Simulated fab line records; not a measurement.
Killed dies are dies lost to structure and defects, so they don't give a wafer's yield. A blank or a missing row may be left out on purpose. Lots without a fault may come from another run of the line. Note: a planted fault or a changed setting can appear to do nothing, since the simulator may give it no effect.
A struck lot beside a sound one    flow n5Finfet    19 out of 1938 route steps
Sound: these wafers, L787.2, L787.4, L787.6. Wafers L793.1, L793.5, L793.6 were the ones struck. At the end, the cause is stated.
Order at every step that has rows: each side's tool, ch and its chambers, its first start. Under that, the readings that differ: sound wafers    struck wafers    difference of the means    sigmas: that difference in standard deviations of wafers without a fault.
alike: readings with means less than 2 such deviations apart, plus words and numbers identical on both sides. not compared: withheld readings, readings lacking a value on some wafer, bounds such as >300 that could conceal the same value, and numbers that have no deviation in the record and whose values overlap.
Wherever a step has rows on one side only, a row that says differs or no value, or a row with sigmas, the two part there. Numbers that don't overlap but have no deviation are shown without sigmas and don't part them. A reading that every wafer of one side lacks parts them only if that side has two wafers or more.

first, 8 steps without rows for these wafers: N5_BEOL_M10_CMP_52 (polishes, stops on SiCOH lowk, t overpolish 7 s, target thk 140 nm); N5_BEOL_M10_PRE_CLEAN_55 (time 15 s); N5_BEOL_M10_DEP_56 (deposits SiCN from 3MS/NH3, target thk 15 nm, time 26.5 s); N5_BEOL_M11_ILD_DEP_00 (deposits SiCOH lowk from DEMS/porogen, target thk 308.51 nm, time 58 s); N5_BEOL_M11_CURE_71 (cures SiCOH lowk, time 240 s); N5_BEOL_M11_PECVD_70 (deposits SiO2 from TEOS/O2, target thk 20 nm, time 22.7 s); N5_BEOL_M11_HM_DEP_02 (deposits TiN, target thk 20 nm); N5_BEOL_M11_COAT_59 (time 60 s, resist thk 100 nm).
N5_BEOL_M11_COAT_60: time 60 s, resist thk 30 nm.
  sound on lithoTrack-01 ch 0, day 11 21:12; struck on lithoTrack-01 ch 0, day 13 16:46
reading                                     sound                 struck                difference  sigmas
spinSpeedRpm (rpm)                          1499.2 1499.8 1499.9  1659.4 1657.8 1658.1  +158.8      +99 or more
model.SiARC_of_BEOL_M11_COAT_60.thkNm (nm)  30 30 30              28.6 28.6 28.6        -1.4        
  alike: plateTempC
then, 7 steps without rows for these wafers: N5_BEOL_M11_COAT_05 (resist thk 90 nm); N5_BEOL_M11_EBR_07; N5_BEOL_M11_SOFTBAKE_06 (time 60 s); N5_BEOL_M11_EXPOSE_08 (exposes mask M11); N5_BEOL_M11_PEB_09 (peb time 60 s); N5_BEOL_M11_DEVELOP_10 (develop time 30 s); N5_BEOL_M11_DESCUM_16 (chemistry O2, time 7.9 s).
N5_BEOL_M11_ETCH_61: etches SiARC in CF4, target depth 39 nm, time 65 s.
  sound on rieDiel-02 ch 2,3, day 11 21:41; struck on rieDiel-04 ch 2,3, day 13 17:29
reading                                       sound              struck             difference  sigmas
etchRfOnTimeS (s)                             67.0 64.8 66.2     61.2 61.6 61.2     -4.7        -4
model.etch.depthNm (nm)                       30.07 30.05 29.97  28.65 28.66 28.67  -1.37       
model.CAR-ArF_of_BEOL_M11_COAT_05.thkNm (nm)  55.8 55.8 55.8     56.8 56.8 57       +1.1        
  alike: cf4FlowSccm, drypumpMotorCurrentA, oesProductAu, rfVppV, showerheadPlenumPTorr, throttleValvePct
  not compared: rfHoursCounterH
N5_BEOL_M11_ETCH_62: etches SOC in N2/H2, target depth 110 nm, overetch 22 nm, time 165 s.
  sound on rieDiel-02 ch 2,3, day 11 21:44; struck on rieDiel-04 ch 2,3, day 13 17:32
reading                                     sound           struck        difference  sigmas
model.SiARC_of_BEOL_M11_COAT_60.thkNm (nm)  23.8 23.4 23.6  22 22.2 21.8  -2          
  alike: drypumpMotorCurrentA, oesProductAu, rfVppV, showerheadPlenumPTorr, throttleValvePct
  not compared: rfHoursCounterH
then, 1 step without rows for these wafers: N5_BEOL_M11_STRIP_68 (strips in N2/H2).

WHERE THEY PART
First at N5_BEOL_M11_COAT_60; last, within this record, at N5_BEOL_M11_ETCH_61. Later steps at which nothing parts them and some readings are alike: N5_BEOL_M11_ETCH_62.

WHY: whatever the simulator had introduced
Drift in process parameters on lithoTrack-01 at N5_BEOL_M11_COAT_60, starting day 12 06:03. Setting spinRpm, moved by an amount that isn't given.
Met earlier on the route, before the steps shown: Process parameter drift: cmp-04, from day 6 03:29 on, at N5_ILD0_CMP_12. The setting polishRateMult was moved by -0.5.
